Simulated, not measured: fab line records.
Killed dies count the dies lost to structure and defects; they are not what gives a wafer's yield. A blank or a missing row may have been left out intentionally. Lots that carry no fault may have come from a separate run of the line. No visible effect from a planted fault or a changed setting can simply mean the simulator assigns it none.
Matching of chambers :: flow n5-finfet :: thermal-cvd-si-01 running N5_HKMG_FIN_CVD_62: 3 sister chambers
The step deposits a-Si from Si2H6, target thk 3 nm, time 20.8 s. 3 wafers are shown with their chamber, then 12 later ones without.

## EACH WAFER AND ITS CHAMBER
wafer: L089.1
chamber: 2
heater-power-w (W): 1280

wafer: L089.2
chamber: 1
heater-power-w (W): 1244

wafer: L089.6
chamber: 0
heater-power-w (W): 1394

## WAFERS WHOSE CHAMBER IS MISSING
wafer: L091.2
heater-power-w (W): 1279

wafer: L091.4
heater-power-w (W): 1234

wafer: L091.6
heater-power-w (W): 1348

wafer: L093.1
heater-power-w (W): 1234

wafer: L093.2
heater-power-w (W): 1294

wafer: L093.5
heater-power-w (W): 1399

wafer: L095.1
heater-power-w (W): 1285

wafer: L095.4
heater-power-w (W): 1215

wafer: L095.5
heater-power-w (W): 1426

wafer: L097.1
heater-power-w (W): 1263

wafer: L097.4
heater-power-w (W): 1414

wafer: L097.6
heater-power-w (W): 1335

## WHICH CHAMBER EACH WENT THROUGH
wafer: L091.2
from the rows above: can't be placed: 2 or 1
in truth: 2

wafer: L091.4
from the rows above: can't be placed: 1 or 2
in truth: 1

wafer: L091.6
from the rows above: can't be placed: 0 or 2
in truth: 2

wafer: L093.1
from the rows above: can't be placed: 1 or 2
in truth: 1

wafer: L093.2
from the rows above: can't be placed: 2 or 1
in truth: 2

wafer: L093.5
from the rows above: 0
in truth: 0

wafer: L095.1
from the rows above: can't be placed: 2 or 1
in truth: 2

wafer: L095.4
from the rows above: can't be placed: 1 or 2
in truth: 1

wafer: L095.5
from the rows above: 0
in truth: 0

wafer: L097.1
from the rows above: can't be placed: 2 or 1
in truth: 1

wafer: L097.4
from the rows above: 0
in truth: 0

wafer: L097.6
from the rows above: can't be placed: 2 or 0 or 1
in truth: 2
3 of 12 placed correctly. Can't be placed from these rows: 9 (the true chamber is among the candidates in 9). Wrongly placed: 0.
How it was worked out, from the rows above alone: a wafer's distance from a chamber is the root of the sum, over the readings, of the square of ((its reading less the chamber's mean) divided by the reading's scatter). The wafer belongs to the nearest chamber; if the next one is less than 2 further off, it can't be placed. Each chamber's mean is taken over the wafers shown for it. The scatter (one wafer shown for each chamber): square how far every hidden wafer sits from the nearest shown wafer, average those squares and take the square root.
